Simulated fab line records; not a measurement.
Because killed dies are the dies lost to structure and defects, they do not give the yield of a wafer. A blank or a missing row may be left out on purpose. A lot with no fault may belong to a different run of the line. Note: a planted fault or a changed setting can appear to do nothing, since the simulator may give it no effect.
fab line records	flow n5-finfet	part 1 of 2: steps 1 to 4 of 6
record: lots: 21	wafers: 63	last-day: 18
route steps=1938 shown FIN_CUT@167 STI_FIN_REVEAL@188
lots that met no fault: from a run of the same line without faults
start-h: hours from the record's opening day to when the first of the lot's shown wafers began	wait-h: time in hours since the lot's previous step	" same as the row above	L1.1+2: one row covering several wafers at once	- no value, or no start given	* or withheld: withheld	< > ~ a bound
route shown NAME@n: a module of which the file shows steps, and the number in the route of the first	usual: mean/standard deviation taken from wafers without a fault	same: alike in all rows	chamber/n: place in a boat	sites: readings site by site	_std_site: standard deviation of those values	_edge_site: mean of outer sites minus mean of inner sites	radius-mm: for every site, how far away it sits from the centre of the wafer	mask NAME#n: copy n	behind: the most recent tool/chamber to have shaped the wafer	hold: why the lot was held/for how many hours/how that ended	device: which transistor (n, p or np) failed to switch	end of line: the tests these same wafers got at the end of their route	a step without rows: its recipe alone	killed: count of dies lost to structure and defects at first sort (not the wafer's yield)	map: dies across one wafer; x = killed, . = not, _ = none there
set.NAME: the setting that was run; set.NAME@STEP: the one run at that earlier step	model.NAME: the simulator's own value behind a step, which no gauge read
route steps across a sampled set of lots; one table per step, one row per wafer
services: when a tool's chamber went out of use (start-h, in hours from the record's first day, below 0 if earlier), for how many hours, and the reason
== steps ==
step: N5_FIN_CUT_ETCH_30
recipe: chemistry: N2/H2	target: underlayer	target-depth-a: 130	mask-material: CAR-EUV	time-s: 10.4	ion-energy-ev: 200	pressure-mtorr: 30	source-w: 840	bias-w: 150	n2-flow-sccm: 200	h2-flow-sccm: 200	ends: cleared
usual: drypump-motor-current-A: 5.9/0.31	etch-rf-on-time-s: 10.35/0.18	oes-product-au: 0.68/0.084	rf-vpp-V: 525.0/1.5	showerhead-plenum-p-Torr: 2.58/0.048	throttle-valve-pct: 17.83/0.23
lot.wafer	tool	chamber	start-h	wait-h	drypump-motor-current-A	etch-rf-on-time-s	oes-product-au	rf-hours-counter-h	rf-vpp-V	showerhead-plenum-p-Torr	throttle-valve-pct
L074.2	rie-diel-05	1	26.47	0.0	5.9	10.47	0.58	259	524.5	2.60	17.83
L074.3	"	3	"	"	6.0	10.41	0.62	180	526.4	2.65	17.84
L074.4	"	3	"	"	6.0	10.48	0.62	-	525.5	2.65	17.85
L075.1	rie-diel-01	0	33.16	0.0	6.3	10.47	0.60	206	527.0	2.62	17.67
L075.2	"	2	"	"	5.5	10.39	0.61	166	526.1	2.64	18.12
L075.3	"	3	"	"	5.8	10.37	0.71	74	522.4	2.47	18.04
L076.1	rie-diel-05	0	38.75	0.0	6.1	10.03	0.84	4	525.8	2.61	17.88
L076.2	"	3	"	"	6.0	10.25	0.63	185	526.4	2.64	17.86
L076.5	"	0	"	"	6.1	10.07	0.83	-	525.0	2.61	17.87
L077.3	rie-diel-01	0	44.46	0.0	6.3	10.46	0.60	209	527.2	2.62	17.68
L077.4	"	1	"	"	5.9	10.46	0.61	189	523.8	2.53	17.78
L077.6	"	1	"	"	5.9	10.55	0.61	-	523.9	2.53	17.74
L078.4	rie-diel-05	2	50.50	0.0	5.5	10.38	0.76	27	525.8	2.60	17.71
L078.5	"	1	"	"	5.9	10.31	0.85	-	526.2	2.60	17.34
L078.6	"	2	"	"	5.5	10.31	0.75	-	526.1	2.60	17.68
L079.2	rie-diel-05	0	56.57	0.0	6.1	10.08	0.82	9	525.1	2.60	17.87
L079.3	"	3	"	"	6.0	10.55	0.62	190	524.8	2.64	17.85
L079.6	"	2	"	"	5.5	10.49	0.74	-	524.4	2.60	17.71
L080.1	rie-diel-05	2	62.28	0.0	5.5	10.36	0.75	30	525.7	2.60	17.70
L080.3	"	3	"	"	6.0	10.29	0.62	192	526.7	2.64	17.87
L080.4	"	0	"	"	6.1	10.11	0.80	11	525.2	2.60	17.90
L081.1	rie-diel-05	1	69.94	0.0	5.9	10.35	0.81	8	525.2	2.59	17.36
L081.2	"	2	"	"	5.5	10.33	0.74	32	522.2	2.60	17.71
L081.6	"	0	"	"	6.1	9.98	0.81	-	524.7	2.60	17.89
L083.3	rie-diel-02	2	82.27	0.0	6.3	10.30	0.60	232	525.3	2.61	18.11
L083.4	"	3	"	"	5.7	10.28	0.66	115	523.0	2.56	17.60
L083.5	"	1	"	"	6.4	10.13	0.66	-	523.4	2.55	18.14
L084.1	rie-diel-01	2	87.31	0.0	5.5	10.42	0.60	182	527.0	2.64	18.14
L084.5	"	1	"	"	5.9	10.52	0.61	-	523.7	2.52	17.80
L084.6	"	0	"	"	6.3	10.54	0.59	-	525.4	2.61	17.70
L087.2	rie-diel-01	3	107.19	0.0	5.8	10.40	0.70	94	522.2	2.47	18.08
L087.3	"	1	"	"	5.9	10.64	0.59	207	522.4	2.52	17.77
L087.5	"	1	"	"	5.9	10.67	0.60	-	524.0	2.52	17.80
L088.1	rie-diel-01	0	111.25	0.0	6.4	10.59	0.58	228	526.1	2.61	17.69
L088.4	"	3	"	"	5.8	10.30	0.70	95	522.9	2.47	18.09
L088.5	"	0	"	"	6.3	10.51	0.58	-	524.2	2.61	17.70
L089.2	rie-diel-05	1	116.46	0.0	5.9	10.39	0.78	21	525.2	2.59	17.37
L089.3	"	0	"	"	6.1	10.01	0.79	25	524.3	2.60	17.93
L089.6	"	2	"	"	5.5	10.30	0.73	-	527.5	2.59	17.73
L090.2	rie-diel-01	2	123.07	0.0	5.5	10.48	0.59	193	525.4	2.63	18.16
L090.3	"	0	"	"	6.3	10.67	0.58	232	526.1	2.61	17.71
L090.5	"	0	"	"	6.4	10.53	0.58	-	527.1	2.61	17.71
L091.1	rie-diel-01	0	129.43	0.0	6.3	10.69	0.57	233	525.3	2.61	17.73
L091.4	"	1	"	"	5.9	10.70	0.59	214	524.7	2.52	17.81
L091.5	"	1	"	"	5.9	10.56	0.59	-	523.6	2.52	17.81
L092.1	rie-diel-01	2	136.01	0.0	5.5	10.23	0.60	197	526.2	2.63	18.19
L092.2	"	1	"	"	5.9	10.55	0.60	216	523.7	2.52	17.83
L092.3	"	0	"	"	6.3	10.47	0.58	235	525.8	2.61	17.70
L093.3	rie-diel-05	0	142.83	0.0	6.1	9.97	0.77	32	525.5	2.59	17.93
L093.5	"	2	"	"	5.5	10.31	0.72	-	525.5	2.59	17.74
L093.6	"	1	"	"	5.9	10.30	0.78	-	523.9	2.59	17.39
L094.1	rie-diel-05	1	147.31	0.0	5.9	10.37	0.76	29	524.4	2.59	17.39
L094.4	"	2	"	"	5.5	10.40	0.72	54	526.0	2.59	17.75
L094.5	"	1	"	"	5.8	10.32	0.77	-	525.9	2.59	17.39
L095.2	rie-diel-05	3	153.39	0.0	6.0	10.42	0.61	213	527.1	2.63	17.91
L095.4	"	0	"	"	6.1	10.10	0.77	35	525.3	2.59	17.93
L095.6	"	2	"	"	5.5	10.49	0.70	-	524.8	2.59	17.76
L096.1	rie-diel-02	1	159.05	0.0	6.4	10.11	0.64	166	523.3	2.54	18.17
L096.2	"	0	"	"	5.4	10.22	0.71	72	525.0	2.58	17.81
L096.4	"	1	"	"	6.4	10.13	0.64	-	523.3	2.54	18.19
L097.2	rie-diel-02	3	164.40	0.0	5.6	10.49	0.63	144	523.8	2.55	17.64
L097.4	"	1	"	"	6.4	10.08	0.64	168	523.3	2.54	18.20
L097.5	"	2	"	"	6.3	9.98	0.87	-	524.7	2.60	17.73
step: N5_FIN_CUT_ETCH_21
recipe: chemistry: N2/H2	target: SOC	target-depth-a: 2190	overetch-a: 438	mask-material: SiARC	temp-c: 40	ion-energy-ev: 100	bias-w: 61	time-s: 523.5	pressure-mtorr: 30	source-w: 850	n2-flow-sccm: 200	h2-flow-sccm: 200
usual: drypump-motor-current-A: 5.9/0.3	oes-product-au: 0.73/0.085	rf-vpp-V: 241.3/1	showerhead-plenum-p-Torr: 2.58/0.049	throttle-valve-pct: 17.78/0.23
lot.wafer	tool	chamber	start-h	wait-h	drypump-motor-current-A	oes-product-au	rf-hours-counter-h	rf-vpp-V	showerhead-plenum-p-Torr	throttle-valve-pct
L074.2	rie-diel-05	1	26.53	0.0	5.9	0.63	259	242.7	2.60	17.77
L074.3	"	3	"	"	6.0	0.67	180	241.2	2.65	17.81
L074.4	"	3	"	"	6.0	0.68	-	242.3	2.65	17.80
L075.1	rie-diel-01	0	33.21	0.0	6.3	0.65	206	242.1	2.62	17.65
L075.2	"	2	"	"	5.5	0.67	166	241.4	2.64	18.07
L075.3	"	3	"	"	5.8	0.77	74	239.3	2.47	18.01
L076.1	rie-diel-05	0	38.80	0.0	6.1	0.88	4	241.5	2.61	17.82
L076.2	"	3	"	"	6.0	0.68	185	242.0	2.65	17.81
L076.5	"	0	"	"	6.1	0.89	-	242.2	2.61	17.83
L077.3	rie-diel-01	0	44.52	0.0	6.4	0.65	209	242.4	2.62	17.61
L077.4	"	1	"	"	5.9	0.67	189	241.4	2.53	17.71
L077.6	"	1	"	"	5.9	0.66	-	239.2	2.53	17.72
L078.4	rie-diel-05	2	50.56	0.0	5.5	0.81	27	240.7	2.60	17.65
L078.5	"	1	"	"	5.9	0.90	-	239.8	2.60	17.29
L078.6	"	2	"	"	5.5	0.81	-	241.1	2.60	17.64
L079.2	rie-diel-05	0	56.62	0.0	6.1	0.87	9	242.2	2.60	17.84
L079.3	"	3	"	"	6.0	0.67	190	241.9	2.64	17.81
L079.6	"	2	"	"	5.5	0.80	-	242.2	2.60	17.66
L080.1	rie-diel-05	2	62.34	0.0	5.5	0.80	30	241.3	2.60	17.65
L080.3	"	3	"	"	6.0	0.68	192	242.1	2.64	17.82
L080.4	"	0	"	"	6.1	0.86	11	240.2	2.60	17.83
L081.1	rie-diel-05	1	69.99	0.0	5.9	0.87	8	241.4	2.59	17.29
L081.2	"	2	"	"	5.5	0.80	33	243.0	2.60	17.66
L081.6	"	0	"	"	6.1	0.85	-	242.5	2.60	17.83
L083.3	rie-diel-02	2	82.32	0.0	6.3	0.64	232	240.1	2.61	18.08
L083.4	"	3	"	"	5.7	0.71	115	240.7	2.56	17.55
L083.5	"	1	"	"	6.4	0.70	-	240.6	2.55	18.10
L084.1	rie-diel-01	2	87.37	0.0	5.5	0.66	182	243.3	2.64	18.10
L084.5	"	1	"	"	5.9	0.66	-	241.9	2.52	17.74
L084.6	"	0	"	"	6.4	0.64	-	241.1	2.61	17.67
L087.2	rie-diel-01	3	107.25	0.0	5.8	0.75	94	239.7	2.47	18.03
L087.3	"	1	"	"	5.9	0.65	207	240.3	2.52	17.74
L087.5	"	1	"	"	6.0	0.64	-	241.6	2.52	17.77
L088.1	rie-diel-01	0	111.31	0.0	6.3	0.64	228	242.0	2.61	17.64
L088.4	"	3	"	"	5.8	0.75	95	240.3	2.47	18.02
L088.5	"	0	"	"	6.3	0.63	-	241.7	2.61	17.66
L089.2	rie-diel-05	1	116.52	0.0	5.9	0.84	21	242.5	2.59	17.33
L089.3	"	0	"	"	6.1	0.83	25	241.3	2.60	17.86
L089.6	"	2	"	"	5.5	0.78	-	241.9	2.59	17.68
L090.2	rie-diel-01	2	123.13	0.0	5.5	0.65	194	242.1	2.63	18.13
L090.3	"	0	"	"	6.3	0.64	232	241.7	2.61	17.67
L090.5	"	0	"	"	6.3	0.63	-	241.6	2.61	17.66
L091.1	rie-diel-01	0	129.49	0.0	6.4	0.64	233	240.2	2.61	17.65
L091.4	"	1	"	"	6.0	0.64	214	239.5	2.52	17.76
L091.5	"	1	"	"	6.0	0.64	-	240.4	2.52	17.79
L092.1	rie-diel-01	2	136.07	0.0	5.5	0.65	197	242.5	2.63	18.12
L092.2	"	1	"	"	5.9	0.64	216	240.6	2.52	17.78
L092.3	"	0	"	"	6.3	0.63	235	241.1	2.61	17.68
L093.3	rie-diel-05	0	142.89	0.0	6.1	0.81	32	241.7	2.59	17.87
L093.5	"	2	"	"	5.5	0.77	-	240.3	2.59	17.70
L093.6	"	1	"	"	5.9	0.82	-	241.4	2.59	17.34
L094.1	rie-diel-05	1	147.37	0.0	5.8	0.83	29	241.6	2.59	17.35
L094.4	"	2	"	"	5.5	0.77	54	240.8	2.59	17.70
L094.5	"	1	"	"	5.9	0.83	-	241.9	2.59	17.33
L095.2	rie-diel-05	3	153.44	0.0	6.0	0.66	214	241.9	2.63	17.85
L095.4	"	0	"	"	6.0	0.81	35	242.5	2.59	17.88
L095.6	"	2	"	"	5.5	0.76	-	241.6	2.59	17.69
L096.1	rie-diel-02	1	159.10	0.0	6.3	0.68	166	240.7	2.54	18.14
L096.2	"	0	"	"	5.4	0.75	72	240.5	2.58	17.75
L096.4	"	1	"	"	6.4	0.68	-	242.1	2.54	18.12
L097.2	rie-diel-02	3	164.46	0.0	5.7	0.69	144	241.4	2.55	17.61
L097.4	"	1	"	"	6.3	0.68	168	242.1	2.54	18.15
L097.5	"	2	"	"	6.3	0.91	-	242.0	2.60	17.67
step: N5_FIN_CUT_CUT_ETCH_15
recipe: chemistry: HBr/Cl2/O2	target: Si	target-depth-a: 1000	bt-time-s: 10	mask-material: SOC	time-s: 42.4	ion-energy-ev: *	bias-w: *	pressure-mtorr: 10	icp-w: 800	HBr_flow_sccm: 150	Cl2_flow_sccm: 80	O2_flow_sccm: 12
usual: O2_flow_sccm: 12.00/0.038	drypump-motor-current-A: 5.7/0.48	oes-product-au: 1.005/0.013	throttle-valve-pct: 37.20/0.3
lot.wafer	tool	chamber	start-h	wait-h	O2_flow_sccm	drypump-motor-current-A	oes-product-au	rf-hours-counter-h	throttle-valve-pct
L074.2	rie-si-03	0	27.07	0.1	11.98	5.6	1.010	188	36.52
L074.3	"	3	"	"	11.98	6.4	1.009	5	37.55
L074.4	"	1	"	"	12.11	5.5	1.014	152	36.83
L075.1	rie-si-04	2	33.75	0.1	12.02	5.2	0.988	72	37.32
L075.2	"	1	"	"	11.93	6.4	1.008	127	37.20
L075.3	"	3	"	"	12.02	5.9	0.976	84	37.20
L076.1	rie-si-01	2	39.34	0.1	11.99	5.5	1.018	121	37.70
L076.2	"	0	"	"	11.99	5.8	1.010	0	37.31
L076.5	"	3	"	"	12.01	4.9	1.033	-	36.89
L077.3	rie-si-04	3	45.06	0.0	12.06	5.9	0.985	84	37.23
L077.4	"	1	"	"	12.02	6.4	1.006	127	37.20
L077.6	"	1	"	"	12.04	6.4	1.012	-	37.20
L078.4	rie-si-04	0	51.09	0.0	12.01	6.0	1.005	65	37.06
L078.5	"	3	"	"	11.98	5.9	0.987	-	37.21
L078.6	"	2	"	"	12.01	5.2	0.994	-	37.33
L079.2	rie-si-04	0	57.16	0.1	11.99	6.0	0.996	65	37.06
L079.3	"	2	"	"	12.05	5.2	0.995	73	37.33
L079.6	"	3	"	"	11.94	5.9	0.987	-	37.20
L080.1	rie-si-01	2	62.88	0.1	11.96	5.4	1.013	121	37.70
L080.3	"	3	"	"	12.09	4.9	1.032	183	36.89
L080.4	"	0	"	"	11.98	5.8	1.014	1	37.32
L081.1	rie-si-04	0	70.54	0.1	12.02	6.0	1.001	66	37.08
L081.2	"	2	"	"	12.07	5.2	1.000	73	37.33
L081.6	"	1	"	"	12.03	6.4	1.004	-	37.21
L083.3	rie-si-04	0	83.34	0.0	11.95	6.0	0.996	66	37.06
L083.4	"	3	"	"	12.03	5.9	0.988	85	37.21
L083.5	"	1	"	"	11.97	6.4	1.011	-	37.21
L084.1	rie-si-03	0	87.90	0.1	11.98	5.6	1.003	189	36.53
L084.5	"	1	"	"	11.98	5.5	1.021	-	36.82
L084.6	"	0	"	"	12.04	5.6	0.997	-	36.55
L087.2	rie-si-01	3	107.79	0.1	12.07	4.9	1.028	184	36.88
L087.3	"	2	"	"	12.07	5.5	1.005	122	37.70
L087.5	"	0	"	"	12.08	5.8	1.012	-	37.33
L088.1	rie-si-03	0	111.85	0.1	11.97	5.6	1.002	190	36.54
L088.4	"	1	"	"	11.95	5.4	1.022	154	36.83
L088.5	"	0	"	"	11.97	5.6	1.004	-	36.55
L089.2	rie-si-04	3	117.06	0.1	12.02	5.9	0.981	85	37.22
L089.3	"	0	"	"	12.06	6.0	1.000	67	37.07
L089.6	"	0	"	"	12.02	6.0	1.001	-	37.06
L090.2	rie-si-03	3	123.67	0.1	11.96	6.4	1.004	7	37.55
L090.3	"	0	"	"	12.06	5.6	1.007	190	36.56
L090.5	"	3	"	"	12.05	6.4	1.010	-	37.57
L091.1	rie-si-04	0	130.03	0.1	11.98	5.9	1.007	67	37.06
L091.4	"	3	"	"	11.99	5.9	0.985	86	37.22
L091.5	"	0	"	"	12.03	5.9	0.998	-	37.07
L092.1	rie-si-01	3	136.60	0.1	11.96	4.9	1.030	184	36.88
L092.2	"	1	"	"	12.07	6.3	0.991	175	37.38
L092.3	"	2	"	"	11.99	5.5	1.016	122	37.70
L093.3	rie-si-03	2	143.43	0.0	11.98	5.2	0.995	94	37.17
L093.5	"	3	"	"	11.97	6.4	1.009	-	37.59
L093.6	"	0	"	"	12.02	5.6	1.002	-	36.54
L094.1	rie-si-01	3	147.91	0.1	11.95	4.9	1.031	185	36.87
L094.4	"	0	"	"	11.99	5.8	1.008	2	37.31
L094.5	"	0	"	"	11.99	5.8	1.008	-	37.31
L095.2	rie-si-01	3	153.98	0.1	12.03	4.9	1.030	185	36.87
L095.4	"	0	"	"	12.02	5.8	1.013	2	37.31
L095.6	"	3	"	"	12.04	4.9	1.035	-	36.88
L096.1	rie-si-03	1	159.64	0.1	12.01	5.5	1.016	154	36.81
L096.2	"	3	"	"	12.00	6.4	1.006	8	37.57
L096.4	"	2	"	"	12.00	5.2	1.005	95	37.15
L097.2	rie-si-01	0	165.00	0.1	11.94	5.8	1.012	2	37.31
L097.4	"	3	"	"	12.02	4.9	1.030	185	36.88
L097.5	"	0	"	"	12.00	5.8	1.011	-	37.31
step: N5_FIN_CUT_CUT_ETCH_28
recipe: chemistry: HBr/Cl2/O2	target: Si	target-depth-a: 60	mask-material: SOC	time-s: 2.4	ion-energy-ev: *	bias-w: *	pressure-mtorr: 10	icp-w: 800	HBr_flow_sccm: 150	Cl2_flow_sccm: 80	O2_flow_sccm: 12
usual: O2_flow_sccm: 12.00/0.036	drypump-motor-current-A: 5.7/0.48	oes-product-au: 1.005/0.013	throttle-valve-pct: 37.19/0.3
lot.wafer	tool	chamber	start-h	wait-h	O2_flow_sccm	drypump-motor-current-A	oes-product-au	rf-hours-counter-h	throttle-valve-pct
L074.2	rie-si-03	0	27.13	0.0	12.02	5.6	1.016	188	36.53
L074.3	"	3	"	"	11.97	6.4	1.004	5	37.57
L074.4	"	1	"	"	12.01	5.5	1.017	152	36.83
L075.1	rie-si-04	2	33.81	0.0	11.98	5.2	0.997	72	37.33
L075.2	"	1	"	"	12.01	6.4	1.005	127	37.20
L075.3	"	3	"	"	11.99	5.9	0.978	84	37.21
L076.1	rie-si-01	2	39.40	0.0	12.04	5.5	1.021	121	37.71
L076.2	"	0	"	"	12.01	5.8	1.005	0	37.33
L076.5	"	3	"	"	12.02	4.9	1.027	-	36.86
L077.3	rie-si-04	3	45.11	0.0	12.01	5.9	0.979	84	37.21
L077.4	"	1	"	"	12.00	6.4	0.998	127	37.20
L077.6	"	1	"	"	11.97	6.4	0.999	-	37.20
L078.4	rie-si-04	0	51.15	0.0	12.00	6.0	1.000	65	37.06
L078.5	"	3	"	"	12.00	5.9	0.982	-	37.21
L078.6	"	2	"	"	12.02	5.2	0.994	-	37.32
L079.2	rie-si-04	0	57.22	0.0	12.06	5.9	1.002	65	37.08
L079.3	"	2	"	"	12.06	5.2	0.995	73	37.32
L079.6	"	3	"	"	12.04	5.9	0.979	-	37.20
L080.1	rie-si-01	2	62.93	0.0	11.99	5.5	1.015	121	37.70
L080.3	"	3	"	"	12.02	4.9	1.038	183	36.87
L080.4	"	0	"	"	12.00	5.8	1.010	1	37.32
L081.1	rie-si-04	0	70.60	0.0	11.98	5.9	1.002	66	37.06
L081.2	"	2	"	"	11.99	5.2	0.991	73	37.32
L081.6	"	1	"	"	11.95	6.4	1.001	-	37.19
L083.3	rie-si-04	0	83.39	0.0	11.99	6.0	1.006	66	37.05
L083.4	"	3	"	"	11.99	5.9	0.985	85	37.19
L083.5	"	1	"	"	11.96	6.4	1.000	-	37.18
L084.1	rie-si-03	0	87.96	0.0	12.01	5.7	1.004	189	36.53
L084.5	"	1	"	"	11.98	5.5	1.011	-	36.81
L084.6	"	0	"	"	11.94	5.7	0.998	-	36.54
L087.2	rie-si-01	3	107.84	0.0	11.94	4.9	1.036	184	36.87
L087.3	"	2	"	"	12.00	5.5	1.025	122	37.69
L087.5	"	0	"	"	11.98	5.8	1.007	-	37.33
L088.1	rie-si-03	0	111.91	0.0	12.00	5.6	1.006	190	36.54
L088.4	"	1	"	"	11.98	5.5	1.024	154	36.81
L088.5	"	0	"	"	11.99	5.6	1.002	-	36.53
L089.2	rie-si-04	3	117.11	0.0	12.01	5.9	0.983	85	37.22
L089.3	"	0	"	"	11.98	6.0	1.001	67	37.07
L089.6	"	0	"	"	12.05	5.9	0.995	-	37.08
L090.2	rie-si-03	3	123.72	0.0	11.99	6.4	1.008	7	37.57
L090.3	"	0	"	"	12.02	5.6	0.998	190	36.53
L090.5	"	3	"	"	11.98	6.4	1.019	-	37.57
L091.1	rie-si-04	0	130.09	0.0	11.97	6.0	1.010	67	37.06
L091.4	"	3	"	"	12.02	5.9	0.984	86	37.21
L091.5	"	0	"	"	11.96	6.0	1.006	-	37.05
L092.1	rie-si-01	3	136.66	0.0	12.00	4.9	1.035	184	36.87
L092.2	"	1	"	"	12.02	6.3	1.002	175	37.37
L092.3	"	2	"	"	12.02	5.5	1.015	122	37.69
L093.3	rie-si-03	2	143.48	0.0	12.05	5.2	0.997	94	37.15
L093.5	"	3	"	"	11.97	6.4	1.010	-	37.56
L093.6	"	0	"	"	11.97	5.6	0.995	-	36.53
L094.1	rie-si-01	3	147.96	0.0	11.98	4.9	1.025	185	36.88
L094.4	"	0	"	"	12.04	5.8	1.014	2	37.32
L094.5	"	0	"	"	12.06	5.8	1.008	-	37.32
L095.2	rie-si-01	3	154.04	0.0	12.01	4.9	1.031	185	36.86
L095.4	"	0	"	"	12.00	5.8	1.011	2	37.32
L095.6	"	3	"	"	12.04	4.9	1.030	-	36.87
L096.1	rie-si-03	1	159.70	0.0	11.99	5.5	1.025	154	36.81
L096.2	"	3	"	"	11.99	6.4	1.019	8	37.56
L096.4	"	2	"	"	11.98	5.2	0.997	95	37.17
L097.2	rie-si-01	0	165.05	0.0	11.96	5.8	1.003	2	37.31
L097.4	"	3	"	"	12.01	4.9	1.034	185	36.88
L097.5	"	0	"	"	11.94	5.8	1.018	-	37.30
